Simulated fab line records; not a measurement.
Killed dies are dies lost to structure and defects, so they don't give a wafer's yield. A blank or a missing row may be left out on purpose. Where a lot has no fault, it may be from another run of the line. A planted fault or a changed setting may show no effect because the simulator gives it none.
fab line records	flow n5Finfet
[record] lots = 24	wafers = 72	lastDay = 20
route steps=1938 shown BEOL_M10@1534 BEOL_M11@1549
lots untouched by any fault: they come from a run of this same line in which no faults occurred
startH: start of the lot's first displayed wafer, in hours after the record's first day	waitH: time in hours since the lot's previous step	" same as the row above	L1.1+2: a single row standing in for several wafers	- no value, or no start given	* or withheld: withheld	< > ~ a bound
route shown NAME@n: a module of which the file shows steps, and the number in the route of the first	usual: mean/standard deviation of fault-free wafers	same: alike in all rows	chamber/n: place in a boat	sites: each site's reading	_std_site: standard deviation of those values	_edge_site: mean of outer sites minus mean of inner sites	radiusMm: for every site, how far away it sits from the centre of the wafer	mask NAME#n: copy n	behind: the last tool/chamber to shape the wafer	hold: what put the lot on hold/how long, in hours/how the hold closed	device: whichever transistor did not switch (one of n, p or np)	end of line: the tests these same wafers got at the end of their route	a step without rows: its recipe alone	killed: dies lost to structure and defects at the first sort, not the wafer's yield	map: shows each die of a wafer: x if killed, . if not, _ if none is there
set.NAME: the setting that was run; set.NAME@STEP: the one run at that earlier step	model.NAME: the simulator's own value behind a step, which no gauge read
the route's steps for a sample of lots (tables are steps, rows are wafers)
services: the hour from which a tool's chamber was out of use, counted from the record's first day as startH (under 0 if before that day), plus the number of hours and why
[[steps]]
[step N5_BEOL_M10_RS_MEAS_57]
[recipe] thkMeasGauge = four-point-probe	reads = Cu_of_BEOL_M10_ECD_50+Co_of_BEOL_M10_CVD_75+TaN_of_BEOL_M10_ALD_74
[usual] M10_RS = 0.1507/0.003
lot.wafer	tool	chamber	startH	waitH	M10_RS[ohm/sq]
L075.2	filmMetro-02	-	246.05	0.1	0.1559
L075.4	"	-	"	"	0.1483
L075.5	"	-	"	"	0.1592
L074.2	filmMetro-02	-	246.31	0.1	0.1534
L074.4	"	-	"	"	0.1467
L074.6	"	-	"	"	0.1526
L076.3	filmMetro-02	-	252.25	0.1	0.1500
L076.4	"	-	"	"	0.1457
L076.5	"	-	"	"	0.1466
L078.1	filmMetro-02	-	271.23	0.1	0.1537
L078.4	"	-	"	"	0.1552
L078.5	"	-	"	"	0.1519
L077.1	filmMetro-01	-	278.12	0.1	0.1485
L077.5	"	-	"	"	0.1484
L077.6	"	-	"	"	0.1555
L079.1	filmMetro-01	-	294.09	0.1	0.1485
L079.2	"	-	"	"	0.1539
L079.3	"	-	"	"	0.1480
L081.2	filmMetro-02	-	296.48	0.1	0.1496
L081.3	"	-	"	"	0.1482
L081.4	"	-	"	"	0.1526
L080.1	filmMetro-02	-	298.15	0.1	0.1541
L080.2	"	-	"	"	0.1531
L080.4	"	-	"	"	0.1490
L082.3	filmMetro-02	-	306.89	0.1	0.1533
L082.5	"	-	"	"	0.1500
L082.6	"	-	"	"	0.1467
L083.1	filmMetro-02	-	330.63	0.1	0.1512
L083.3	"	-	"	"	0.1533
L083.5	"	-	"	"	0.1533
L085.3	filmMetro-02	-	347.34	0.1	0.1506
L085.4	"	-	"	"	0.1546
L085.6	"	-	"	"	0.1469
L084.3	filmMetro-02	-	347.70	0.1	0.1521
L084.5	"	-	"	"	0.1545
L084.6	"	-	"	"	0.1530
L088.1	filmMetro-02	-	352.51	0.1	0.1469
L088.3	"	-	"	"	0.1492
L088.6	"	-	"	"	0.1568
L086.2	filmMetro-01	-	360.24	0.1	0.1510
L086.3	"	-	"	"	0.1505
L086.5	"	-	"	"	0.1494
L087.1	filmMetro-01	-	360.61	0.1	0.1512
L087.2	"	-	"	"	0.1484
L087.5	"	-	"	"	0.1507
L089.2	filmMetro-01	-	363.37	0.1	0.1515
L089.3	"	-	"	"	0.1510
L089.5	"	-	"	"	0.1508
L092.3	filmMetro-02	-	368.16	0.1	0.1459
L092.4	"	-	"	"	0.1486
L092.5	"	-	"	"	0.1483
L090.4	filmMetro-02	-	371.10	0.0	0.1535
L090.5	"	-	"	"	0.1502
L090.6	"	-	"	"	0.1504
L091.2	filmMetro-01	-	377.46	0.1	0.1532
L091.4	"	-	"	"	0.1544
L091.6	"	-	"	"	0.1516
L094.1	filmMetro-01	-	382.66	0.1	0.1501
L094.2	"	-	"	"	0.1494
L094.6	"	-	"	"	0.1522
L093.1	filmMetro-02	-	384.81	0.1	0.1471
L093.2	"	-	"	"	0.1555
L093.6	"	-	"	"	0.1552
L096.1	filmMetro-01	-	391.06	0.1	0.1486
L096.2	"	-	"	"	0.1502
L096.4	"	-	"	"	0.1477
L095.2	filmMetro-02	-	391.41	0.1	0.1491
L095.3	"	-	"	"	0.1506
L095.6	"	-	"	"	0.1509
L097.1	filmMetro-01	-	420.30	0.1	0.1476
L097.2	"	-	"	"	0.1504
L097.4	"	-	"	"	0.1493
[step N5_BEOL_M11_CD_MEAS_11]
[recipe] targetCdNm = 64.1	landingEnergyEv = 500	detector = seInlens	polarity = opening
[usual] cdNm = 64.1/0.57
lot.wafer	tool	chamber	startH	waitH	cdNm
L074.2	cdSem-01	0	248.78	-	63.2
L074.4	"	0	"	"	63.2
L074.6	"	0	"	"	64.1
L075.2	cdSem-03	0	248.82	-	64.1
L075.4	"	0	"	"	63.5
L075.5	"	0	"	"	63.4
L076.3	cdSem-03	0	253.79	-	63.8
L076.4	"	0	"	"	64.7
L076.5	"	0	"	"	63.5
L078.1	cdSem-01	0	273.45	-	64.7
L078.4	"	0	"	"	64.5
L078.5	"	0	"	"	65.0
L077.1	cdSem-03	0	279.92	-	64.0
L077.5	"	0	"	"	64.4
L077.6	"	0	"	"	63.3
L079.1	cdSem-03	0	295.88	-	64.4
L079.2	"	0	"	"	63.8
L079.3	"	0	"	"	64.4
L081.2	cdSem-01	0	300.13	-	65.3
L081.3	"	0	"	"	65.4
L081.4	"	0	"	"	65.1
L080.1	cdSem-03	0	300.52	-	65.7
L080.2	"	0	"	"	64.3
L080.4	"	0	"	"	65.3
L082.3	cdSem-02	0	309.84	-	64.0
L082.5	"	0	"	"	63.5
L082.6	"	0	"	"	63.3
L083.1	cdSem-03	0	335.13	-	64.4
L083.3	"	0	"	"	63.6
L083.5	"	0	"	"	64.3
L085.3	cdSem-03	0	350.72	-	64.7
L085.4	"	0	"	"	64.8
L085.6	"	0	"	"	64.5
L084.3	cdSem-01	0	350.89	-	63.2
L084.5	"	0	"	"	64.1
L084.6	"	0	"	"	63.4
L088.1	cdSem-02	0	353.96	-	64.5
L088.3	"	0	"	"	64.1
L088.6	"	0	"	"	64.3
L086.2	cdSem-01	0	362.34	-	64.4
L086.3	"	0	"	"	64.2
L086.5	"	0	"	"	63.8
L087.1	cdSem-01	0	362.71	-	63.3
L087.2	"	0	"	"	63.5
L087.5	"	0	"	"	64.4
L089.2	cdSem-03	0	367.87	-	63.5
L089.3	"	0	"	"	63.8
L089.5	"	0	"	"	64.0
L092.3	cdSem-03	0	369.63	-	63.5
L092.4	"	0	"	"	63.1
L092.5	"	0	"	"	64.1
L090.4	cdSem-02	0	374.94	-	65.0
L090.5	"	0	"	"	64.6
L090.6	"	0	"	"	64.7
L091.2	cdSem-01	0	379.59	-	65.0
L091.4	"	0	"	"	65.0
L091.6	"	0	"	"	64.3
L094.1	cdSem-03	0	384.89	-	63.6
L094.2	"	0	"	"	63.8
L094.6	"	0	"	"	63.8
L093.1	cdSem-01	0	386.36	-	63.2
L093.2	"	0	"	"	63.7
L093.6	"	0	"	"	63.9
L096.1	cdSem-01	0	393.63	-	64.3
L096.2	"	0	"	"	63.7
L096.4	"	0	"	"	63.1
L095.2	cdSem-02	0	394.66	-	63.8
L095.3	"	0	"	"	64.1
L095.6	"	0	"	"	64.7
L097.1	cdSem-03	0	422.21	-	64.1
L097.2	"	0	"	"	64.0
L097.4	"	0	"	"	63.8
[step N5_BEOL_M11_ETCH_65]
[recipe] chemistry = CF4	target = SiARC	targetDepthA = 390	maskMaterial = CAR-ArF	timeS = 65	ionEnergyEv = 80	pressureMtorr = 40	sourceW = 545	biasW = 36	Ar_flow_sccm = 100	cf4FlowSccm = 100	ends = cleared
[usual] drypumpMotorCurrentA = 5.7/0.47	etchRfOnTimeS = 65.3/1.7	oesProductAu = 0.69/0.082	rfVppV = 184.3/1.2	showerheadPlenumPTorr = 2.15/0.066	throttleValvePct = 15.47/0.26
lot.wafer	tool	chamber	startH	waitH	drypumpMotorCurrentA	etchRfOnTimeS	oesProductAu	rfHoursCounterH	rfVppV	showerheadPlenumPTorr	throttleValvePct
L075.2	rieDiel-02	1	251.68	0.0	6.4	65.4	0.64	149	183.5	2.07	15.81
L075.4	"	1	"	"	6.4	65.9	0.63	-	184.0	2.07	15.81
L075.5	"	3	"	"	6.0	66.6	0.61	-	181.8	2.05	15.81
L074.2	rieDiel-02	3	252.53	0.0	6.0	67.3	0.60	215	181.0	2.05	15.81
L074.4	"	1	"	"	6.4	66.9	0.63	-	183.9	2.07	15.82
L074.6	"	2	"	"	5.6	67.9	0.60	-	185.4	2.19	15.49
L076.3	rieDiel-02	1	255.83	0.0	6.4	66.0	0.64	151	183.1	2.07	15.81
L076.4	"	2	"	"	5.5	67.2	0.60	-	184.0	2.19	15.48
L076.5	"	1	"	"	6.4	66.4	0.63	-	183.8	2.07	15.84
L078.1	rieDiel-03	1	276.20	0.0	6.4	63.4	0.78	21	183.5	2.10	15.09
L078.4	"	2	"	"	5.6	64.6	0.81	7	184.9	2.17	15.10
L078.5	"	3	"	"	5.2	64.6	0.69	-	183.3	2.17	15.46
L077.1	rieDiel-03	1	281.85	0.0	6.3	63.3	0.78	23	184.7	2.10	15.10
L077.5	"	3	"	"	5.1	65.2	0.68	-	186.6	2.17	15.46
L077.6	"	0	"	"	5.1	63.5	0.60	-	185.0	2.20	15.69
L079.1	rieDiel-03	0	299.33	0.0	5.1	64.2	0.60	230	184.7	2.19	15.70
L079.2	"	3	"	"	5.2	66.3	0.67	88	184.6	2.17	15.47
L079.3	"	2	"	"	5.6	66.5	0.79	13	184.7	2.17	15.10
L080.1	rieDiel-03	1	302.90	0.0	6.3	63.7	0.77	29	183.8	2.10	15.13
L080.2	"	0	"	"	5.1	63.1	0.61	231	184.4	2.19	15.71
L080.4	"	2	"	"	5.6	65.4	0.78	14	185.5	2.17	15.10
L081.2	rieDiel-03	1	303.36	0.0	6.4	63.6	0.77	29	183.0	2.10	15.13
L081.3	"	2	"	"	5.6	65.7	0.78	14	186.9	2.17	15.12
L081.4	"	3	"	"	5.2	65.9	0.67	89	184.6	2.17	15.48
L082.3	rieDiel-05	1	312.12	0.0	5.5	62.2	0.71	93	185.4	2.25	15.43
L082.5	"	1	"	"	5.4	62.7	0.71	-	183.4	2.25	15.42
L082.6	"	2	"	"	5.6	62.1	0.81	-	186.1	2.28	15.36
L083.1	rieDiel-03	0	338.10	0.0	5.1	64.2	0.60	243	183.6	2.19	15.74
L083.3	"	3	"	"	5.1	65.3	0.66	101	184.5	2.17	15.48
L083.5	"	1	"	"	6.4	63.9	0.75	-	183.6	2.09	15.15
L084.3	rieDiel-02	3	356.97	0.0	6.0	66.7	0.59	245	182.6	2.04	15.87
L084.5	"	1	"	"	6.4	66.6	0.62	-	184.1	2.06	15.87
L084.6	"	3	"	"	6.0	66.5	0.58	-	184.0	2.04	15.86
L085.3	rieDiel-05	2	357.01	0.0	5.6	64.4	0.78	30	187.1	2.27	15.37
L085.4	"	0	"	"	5.5	65.6	0.75	42	184.6	2.09	15.48
L085.6	"	1	"	"	5.4	64.6	0.69	-	185.5	2.25	15.45
L088.1	rieDiel-02	1	357.43	0.0	6.4	66.2	0.61	178	183.6	2.06	15.88
L088.3	"	2	"	"	5.5	68.0	0.58	241	185.0	2.18	15.54
L088.6	"	1	"	"	6.4	66.1	0.62	-	183.6	2.06	15.88
L086.2	rieDiel-05	2	363.43	0.0	5.6	63.3	0.78	32	185.5	2.27	15.37
L086.3	"	1	"	"	5.5	63.2	0.70	103	185.0	2.25	15.46
L086.5	"	2	"	"	5.6	63.1	0.78	-	186.1	2.27	15.38
L087.1	rieDiel-05	0	367.23	0.0	5.6	65.2	0.75	44	182.9	2.09	15.50
L087.2	"	1	"	"	5.5	63.5	0.70	104	186.8	2.25	15.48
L087.5	"	2	"	"	5.5	62.9	0.78	-	184.7	2.27	15.37
L089.2	rieDiel-05	1	370.27	0.0	5.4	63.0	0.69	105	185.1	2.25	15.45
L089.3	"	2	"	"	5.5	63.0	0.78	34	184.9	2.27	15.36
L089.5	"	0	"	"	5.5	65.1	0.75	-	183.7	2.09	15.49
L092.3	rieDiel-02	2	370.74	0.0	5.5	69.0	0.58	248	184.6	2.18	15.55
L092.4	"	1	"	"	6.4	67.4	0.61	-	183.6	2.06	15.88
L092.5	"	3	"	"	6.0	66.5	0.59	-	182.9	2.04	15.88
L090.4	rieDiel-02	1	377.67	0.0	6.4	66.5	0.61	-	182.5	2.06	15.88
L090.5	"	3	"	"	6.0	65.8	0.59	-	181.9	2.04	15.87
L090.6	"	2	"	"	5.6	67.9	0.58	-	185.8	2.18	15.55
L091.2	rieDiel-03	1	381.77	0.0	6.3	64.4	0.73	57	182.9	2.09	15.22
L091.4	"	2	"	"	5.7	65.7	0.75	35	185.6	2.16	15.15
L091.6	"	3	"	"	5.2	65.4	0.65	-	184.4	2.16	15.53
L094.1	rieDiel-03	0	387.94	0.0	5.1	62.4	0.85	5	184.6	2.19	15.23
L094.2	"	2	"	"	5.6	65.0	0.75	37	185.4	2.16	15.15
L094.6	"	1	"	"	6.3	64.1	0.73	-	182.8	2.09	15.17
L093.1	rieDiel-02	0	388.74	0.0	5.0	63.2	0.79	26	185.3	2.19	15.03
L093.2	"	2	"	"	5.6	69.6	0.57	256	184.3	2.17	15.57
L093.6	"	2	"	"	5.6	68.6	0.57	-	185.2	2.18	15.56
L096.1	rieDiel-03	3	395.05	0.0	5.1	65.7	0.64	121	183.8	2.16	15.54
L096.2	"	0	"	"	5.1	63.6	0.83	7	185.1	2.18	15.24
L096.4	"	2	"	"	5.7	66.3	0.74	38	184.4	2.16	15.15
L095.2	rieDiel-03	3	397.33	0.0	5.2	64.9	0.65	122	183.5	2.16	15.53
L095.3	"	1	"	"	6.3	64.0	0.73	62	183.8	2.09	15.19
L095.6	"	3	"	"	5.2	64.4	0.65	-	183.5	2.16	15.52
L097.1	rieDiel-03	0	427.00	0.0	5.1	63.5	0.82	15	185.6	2.18	15.25
L097.2	"	3	"	"	5.2	65.5	0.63	130	183.4	2.16	15.53
L097.4	"	1	"	"	6.4	64.7	0.71	68	182.8	2.08	15.19
[step N5_BEOL_M11_ETCH_66]
[recipe] chemistry = N2/H2	target = SOC	targetDepthA = 1200	overetchA = 240	maskMaterial = SiARC	tempC = 40	timeS = 180	ionEnergyEv = 200	pressureMtorr = 30	sourceW = 840	biasW = 150	n2FlowSccm = 200	h2FlowSccm = 200
[usual] drypumpMotorCurrentA = 5.7/0.48	oesProductAu = 0.65/0.072	rfVppV = 524.2/2.7	showerheadPlenumPTorr = 2.54/0.093	throttleValvePct = 17.60/0.2
lot.wafer	tool	chamber	startH	waitH	drypumpMotorCurrentA	oesProductAu	rfHoursCounterH	rfVppV	showerheadPlenumPTorr	throttleValvePct
L075.2	rieDiel-02	1	251.73	0.0	6.4	0.61	149	519.2	2.43	17.85
L075.4	"	1	"	"	6.4	0.61	-	521.6	2.43	17.84
L075.5	"	3	"	"	6.0	0.58	-	519.6	2.39	17.67
L074.2	rieDiel-02	3	252.58	0.0	6.0	0.59	215	520.2	2.39	17.69
L074.4	"	1	"	"	6.4	0.61	-	520.1	2.43	17.84
L074.6	"	2	"	"	5.6	0.58	-	525.7	2.62	17.77
L076.3	rieDiel-02	1	255.88	0.0	6.4	0.61	151	520.5	2.43	17.85
L076.4	"	2	"	"	5.6	0.58	-	526.8	2.62	17.78
L076.5	"	1	"	"	6.4	0.60	-	520.5	2.43	17.84
L078.1	rieDiel-03	1	276.25	0.0	6.4	0.73	21	521.4	2.48	17.27
L078.4	"	2	"	"	5.6	0.77	7	525.2	2.61	17.42
L078.5	"	3	"	"	5.2	0.65	-	526.0	2.58	17.71
L077.1	rieDiel-03	1	281.90	0.0	6.4	0.72	23	521.3	2.48	17.28
L077.5	"	3	"	"	5.2	0.65	-	524.2	2.58	17.72
L077.6	"	0	"	"	5.1	0.57	-	526.1	2.60	17.76
L079.1	rieDiel-03	0	299.38	0.0	5.1	0.56	230	526.5	2.60	17.77
L079.2	"	3	"	"	5.2	0.63	88	524.3	2.57	17.72
L079.3	"	2	"	"	5.6	0.75	13	525.8	2.60	17.43
L080.1	rieDiel-03	1	302.95	0.0	6.3	0.72	29	522.0	2.48	17.28
L080.2	"	0	"	"	5.1	0.56	231	524.9	2.60	17.76
L080.4	"	2	"	"	5.6	0.75	14	526.3	2.60	17.46
L081.2	rieDiel-03	1	303.41	0.0	6.4	0.71	29	522.4	2.47	17.27
L081.3	"	2	"	"	5.6	0.75	15	525.4	2.60	17.44
L081.4	"	3	"	"	5.2	0.63	89	522.8	2.57	17.71
L082.3	rieDiel-05	1	312.17	0.0	5.4	0.65	93	527.3	2.67	17.48
L082.5	"	1	"	"	5.4	0.66	-	526.9	2.67	17.49
L082.6	"	2	"	"	5.5	0.74	-	528.3	2.69	17.49
L083.1	rieDiel-03	0	338.15	0.0	5.1	0.56	243	525.8	2.60	17.78
L083.3	"	3	"	"	5.2	0.64	101	525.8	2.57	17.74
L083.5	"	1	"	"	6.3	0.70	-	522.7	2.47	17.30
L084.3	rieDiel-02	3	357.02	0.0	6.0	0.56	245	521.1	2.38	17.72
L084.5	"	1	"	"	6.4	0.59	-	522.1	2.41	17.89
L084.6	"	3	"	"	6.0	0.57	-	519.2	2.38	17.72
L085.3	rieDiel-05	2	357.06	0.0	5.6	0.73	31	528.4	2.69	17.52
L085.4	"	0	"	"	5.6	0.71	42	520.4	2.48	17.66
L085.6	"	1	"	"	5.4	0.65	-	527.3	2.67	17.51
L088.1	rieDiel-02	1	357.48	0.0	6.4	0.59	178	521.1	2.41	17.89
L088.3	"	2	"	"	5.6	0.57	241	525.1	2.61	17.80
L088.6	"	1	"	"	6.4	0.59	-	520.6	2.41	17.89
L086.2	rieDiel-05	2	363.48	0.0	5.6	0.73	32	528.6	2.69	17.53
L086.3	"	1	"	"	5.4	0.65	103	527.6	2.67	17.50
L086.5	"	2	"	"	5.5	0.73	-	529.2	2.69	17.51
L087.1	rieDiel-05	0	367.28	0.0	5.6	0.71	44	521.2	2.48	17.68
L087.2	"	1	"	"	5.4	0.65	104	525.4	2.67	17.50
L087.5	"	2	"	"	5.6	0.72	-	528.0	2.69	17.52
L089.2	rieDiel-05	1	370.32	0.0	5.4	0.65	105	527.9	2.67	17.50
L089.3	"	2	"	"	5.6	0.72	34	529.0	2.69	17.52
L089.5	"	0	"	"	5.6	0.70	-	523.1	2.48	17.68
L092.3	rieDiel-02	2	370.79	0.0	5.6	0.56	248	525.9	2.61	17.82
L092.4	"	1	"	"	6.4	0.58	-	520.1	2.41	17.90
L092.5	"	3	"	"	6.0	0.56	-	520.2	2.38	17.73
L090.4	rieDiel-02	1	377.75	0.1	6.4	0.59	-	522.6	2.41	17.91
L090.5	"	3	"	"	6.0	0.56	-	519.6	2.37	17.75
L090.6	"	2	"	"	5.6	0.56	-	526.2	2.61	17.82
L091.2	rieDiel-03	1	381.82	0.0	6.4	0.68	57	521.8	2.46	17.33
L091.4	"	2	"	"	5.7	0.72	35	525.5	2.59	17.47
L091.6	"	3	"	"	5.2	0.62	-	525.8	2.56	17.78
L094.1	rieDiel-03	0	387.99	0.0	5.1	0.79	5	525.7	2.59	17.30
L094.2	"	2	"	"	5.7	0.70	37	525.6	2.59	17.47
L094.6	"	1	"	"	6.4	0.68	-	522.1	2.46	17.33
L093.1	rieDiel-02	0	388.79	0.0	5.0	0.73	26	525.7	2.59	17.20
L093.2	"	2	"	"	5.6	0.56	256	526.5	2.60	17.85
L093.6	"	2	"	"	5.6	0.56	-	526.6	2.60	17.84
L096.1	rieDiel-03	3	395.10	0.0	5.2	0.61	121	523.9	2.56	17.77
L096.2	"	0	"	"	5.1	0.78	7	526.6	2.59	17.32
L096.4	"	2	"	"	5.7	0.71	39	526.3	2.59	17.48
L095.2	rieDiel-03	3	397.38	0.0	5.2	0.61	122	527.3	2.56	17.77
L095.3	"	1	"	"	6.4	0.68	62	521.7	2.46	17.34
L095.6	"	3	"	"	5.2	0.61	-	523.7	2.56	17.77
L097.1	rieDiel-03	0	427.05	0.0	5.1	0.76	15	525.5	2.59	17.32
L097.2	"	3	"	"	5.2	0.61	130	524.5	2.56	17.79
L097.4	"	1	"	"	6.4	0.67	68	522.0	2.46	17.36
[step N5_BEOL_M11_CURE_72]
[recipe] tempC = 370	timeS = 120	ambient = DMADMS/He	material = SiCOH_lowk
[usual] lampPowerPct = 52.31/0.058	wafer_temp_C_max = 371.8/0.54
lot.wafer	tool	chamber	startH	waitH	lampPowerPct	wafer_temp_C_max
L075.2	uvCure-03	2	252.61	0.3	52.29	371.9
L075.4	"	2	"	"	52.30	371.9
L075.5	"	2	"	"	52.38	371.9
L074.2	uvCure-01	1	253.25	0.1	52.41	372.2
L074.4	"	1	"	"	52.30	373.2
L074.6	"	1	"	"	52.36	372.3
L076.3	uvCure-01	0	256.59	0.1	52.25	371.5
L076.4	"	0	"	"	52.32	371.6
L076.5	"	0	"	"	52.31	371.5
L078.1	uvCure-01	2	276.86	0.0	52.24	371.6
L078.4	"	2	"	"	52.23	371.7
L078.5	"	2	"	"	52.42	371.0
L077.1	uvCure-03	1	282.52	0.0	52.25	372.0
L077.5	"	1	"	"	52.33	372.9
L077.6	"	1	"	"	52.31	371.8
L079.1	uvCure-01	2	299.99	0.0	52.29	371.3
L079.2	"	2	"	"	52.41	371.2
L079.3	"	2	"	"	52.19	371.3
L080.1	uvCure-01	0	303.84	0.3	52.31	371.4
L080.2	"	0	"	"	52.27	371.9
L080.4	"	0	"	"	52.35	371.7
L081.2	uvCure-02	0	304.24	0.3	52.31	372.2
L081.3	"	0	"	"	52.29	371.0
L081.4	"	0	"	"	52.36	371.6
L082.3	uvCure-02	2	312.97	0.2	52.25	371.8
L082.5	"	2	"	"	52.28	372.3
L082.6	"	2	"	"	52.26	371.5
L083.1	uvCure-03	0	338.75	0.0	52.35	371.5
L083.3	"	0	"	"	52.33	371.7
L083.5	"	0	"	"	52.34	371.6
L084.3	uvCure-03	0	357.88	0.3	52.36	371.4
L084.5	"	0	"	"	52.32	371.9
L084.6	"	0	"	"	52.31	371.3
L085.3	uvCure-01	2	357.92	0.3	52.42	372.0
L085.4	"	2	"	"	52.26	371.5
L085.6	"	2	"	"	52.41	371.8
L088.1	uvCure-03	0	358.68	0.6	52.36	371.1
L088.3	"	0	"	"	52.29	371.0
L088.6	"	0	"	"	52.28	371.3
L086.2	uvCure-03	2	364.28	0.2	52.33	372.1
L086.3	"	2	"	"	52.42	372.1
L086.5	"	2	"	"	52.36	371.8
L087.1	uvCure-03	2	367.89	0.0	52.29	372.1
L087.2	"	2	"	"	52.35	371.6
L087.5	"	2	"	"	52.41	371.5
L089.2	uvCure-03	0	370.98	0.1	52.26	371.6
L089.3	"	0	"	"	52.36	371.3
L089.5	"	0	"	"	52.29	371.7
L092.3	uvCure-01	0	372.07	0.7	52.13	371.5
L092.4	"	0	"	"	52.34	371.6
L092.5	"	0	"	"	52.36	371.5
L090.4	uvCure-01	1	378.45	0.2	52.38	373.0
L090.5	"	1	"	"	52.31	372.3
L090.6	"	1	"	"	52.36	373.2
L091.2	uvCure-03	2	382.47	0.1	52.28	371.8
L091.4	"	2	"	"	52.23	373.0
L091.6	"	2	"	"	52.20	372.0
L094.1	uvCure-02	0	388.60	0.0	52.34	371.7
L094.2	"	0	"	"	52.12	372.2
L094.6	"	0	"	"	52.24	371.7
L093.1	uvCure-03	2	389.39	0.0	52.29	372.2
L093.2	"	2	"	"	52.30	371.9
L093.6	"	2	"	"	52.32	371.8
L096.1	uvCure-01	1	395.70	0.0	52.32	372.9
L096.2	"	1	"	"	52.36	371.9
L096.4	"	1	"	"	52.21	373.4
L095.2	uvCure-01	2	398.25	0.3	52.20	371.8
L095.3	"	2	"	"	52.23	372.9
L095.6	"	2	"	"	52.28	371.4
L097.1	uvCure-01	2	427.80	0.2	52.30	371.2
L097.2	"	2	"	"	52.44	371.2
L097.4	"	2	"	"	52.29	371.8
[step N5_BEOL_M11_SPUTTER_48]
[recipe] material = Cu	targetThkA = 120	tempC = -20	biasV = 60	powerW = 26000	chamberPressurePa = 0.13	timeS = 2
[usual] substrateTempC = -20.00/0.1	throttleValvePct = 29.8/0.79
lot.wafer	tool	chamber	startH	waitH	substrateTempC	throttleValvePct
L075.2	pvdSputter-03	-	254.06	0.1	-19.92	29.1
L075.4	"	-	"	"	-20.12	30.4
L075.5	"	-	"	"	-20.13	29.3
L074.2	pvdSputter-01	-	256.18	1.6	-20.09	28.0
L074.4	"	-	"	"	-19.90	31.3
L074.6	"	-	"	"	-19.96	29.8
L076.3	pvdSputter-01	-	257.86	0.2	-20.05	28.3
L076.4	"	-	"	"	-19.98	29.9
L076.5	"	-	"	"	-19.96	30.1
L078.1	pvdSputter-01	-	279.15	1.2	-19.90	30.1
L078.4	"	-	"	"	-20.07	31.1
L078.5	"	-	"	"	-19.94	29.9
L077.1	pvdSputter-01	-	283.49	0.1	-20.03	31.2
L077.5	"	-	"	"	-20.13	30.1
L077.6	"	-	"	"	-20.06	30.1
L079.1	pvdSputter-02	-	301.26	0.3	-19.78	28.9
L079.2	"	-	"	"	-20.05	29.9
L079.3	"	-	"	"	-19.89	29.6
L080.1	pvdSputter-02	-	305.34	0.3	-20.07	29.2
L080.2	"	-	"	"	-19.96	30.0
L080.4	"	-	"	"	-19.89	29.8
L081.2	pvdSputter-03	-	307.30	1.6	-20.16	29.1
L081.3	"	-	"	"	-20.02	29.2
L081.4	"	-	"	"	-20.05	31.0
L082.3	pvdSputter-02	-	315.70	0.1	-19.96	30.0
L082.5	"	-	"	"	-19.90	30.0
L082.6	"	-	"	"	-20.07	29.0
L083.1	pvdSputter-02	-	340.76	0.3	-20.07	29.7
L083.3	"	-	"	"	-19.90	30.0
L083.5	"	-	"	"	-19.84	29.8
L084.3	pvdSputter-01	-	358.80	0.1	-20.14	30.2
L084.5	"	-	"	"	-19.97	30.0
L084.6	"	-	"	"	-20.04	30.2
L085.3	pvdSputter-01	-	359.08	0.1	-20.11	30.2
L085.4	"	-	"	"	-19.99	30.0
L085.6	"	-	"	"	-20.05	30.0
L088.1	pvdSputter-03	-	360.51	0.4	-20.18	29.4
L088.3	"	-	"	"	-20.25	30.0
L088.6	"	-	"	"	-20.08	30.7
L086.2	pvdSputter-01	-	368.13	0.1	-20.10	29.9
L086.3	"	-	"	"	-19.84	28.0
L086.5	"	-	"	"	-19.91	31.3
L087.1	pvdSputter-03	-	368.96	0.1	-19.81	29.7
L087.2	"	-	"	"	-19.75	30.7
L087.5	"	-	"	"	-20.11	29.2
L089.2	pvdSputter-01	-	372.49	0.1	-19.98	28.2
L089.3	"	-	"	"	-19.93	31.3
L089.5	"	-	"	"	-19.93	28.2
L092.3	pvdSputter-01	-	375.13	0.1	-19.99	28.4
L092.4	"	-	"	"	-20.00	30.1
L092.5	"	-	"	"	-20.05	30.1
L090.4	pvdSputter-02	-	381.66	1.5	-19.97	29.9
L090.5	"	-	"	"	-19.87	30.1
L090.6	"	-	"	"	-20.10	29.8
L091.2	pvdSputter-01	-	383.53	0.1	-20.09	31.1
L091.4	"	-	"	"	-20.03	30.3
L091.6	"	-	"	"	-20.09	31.2
L094.1	pvdSputter-02	-	389.83	0.2	-19.76	29.9
L094.2	"	-	"	"	-20.00	29.5
L094.6	"	-	"	"	-19.98	30.5
L093.1	pvdSputter-02	-	390.84	0.3	-20.31	30.1
L093.2	"	-	"	"	-20.11	30.1
L093.6	"	-	"	"	-19.98	29.8
L096.1	pvdSputter-03	-	397.78	0.3	-20.19	29.3
L096.2	"	-	"	"	-20.07	30.7
L096.4	"	-	"	"	-19.94	29.1
L095.2	pvdSputter-03	-	399.85	0.1	-19.93	29.5
L095.3	"	-	"	"	-19.91	29.2
L095.6	"	-	"	"	-20.02	29.2
L097.1	pvdSputter-03	-	428.88	0.1	-19.89	29.3
L097.2	"	-	"	"	-20.03	29.8
L097.4	"	-	"	"	-20.05	29.4
[[services]]
tool	chamber	startH	hours	kind
rieDiel-02	1	229.90	7.5	repair
uvCure-02	-	250.78	4.0	repair
rieDiel-05	1	270.40	3.0	repair
uvCure-03	-	272.43	7.5	pm
rieDiel-02	0	274.42	7.1	repair
uvCure-03	-	298.18	7.1	repair
uvCure-03	-	305.55	2.8	pm
rieDiel-05	1	330.57	3.3	repair
rieDiel-03	2	333.39	19.1	repair
rieDiel-05	-	333.75	0.4	repair
uvCure-01	-	340.79	2.1	pm
pvdSputter-01	-	344.74	1.6	repair
rieDiel-02	0	350.54	31.6	repair
pvdSputter-02	-	351.20	11.7	repair
uvCure-03	-	372.66	0.3	repair
pvdSputter-03	-	378.22	3.7	repair
rieDiel-05	-	385.81	4.3	pm
rieDiel-03	-	388.37	4.3	pm
rieDiel-05	3	390.15	6.0	repair
rieDiel-05	0	416.65	2.6	repair
rieDiel-03	3	418.14	1.4	repair
pvdSputter-03	-	421.46	2.4	repair
pvdSputter-01	-	425.15	1.2	repair
rieDiel-02	-	427.79	2.8	pm
[[key]]
fault none
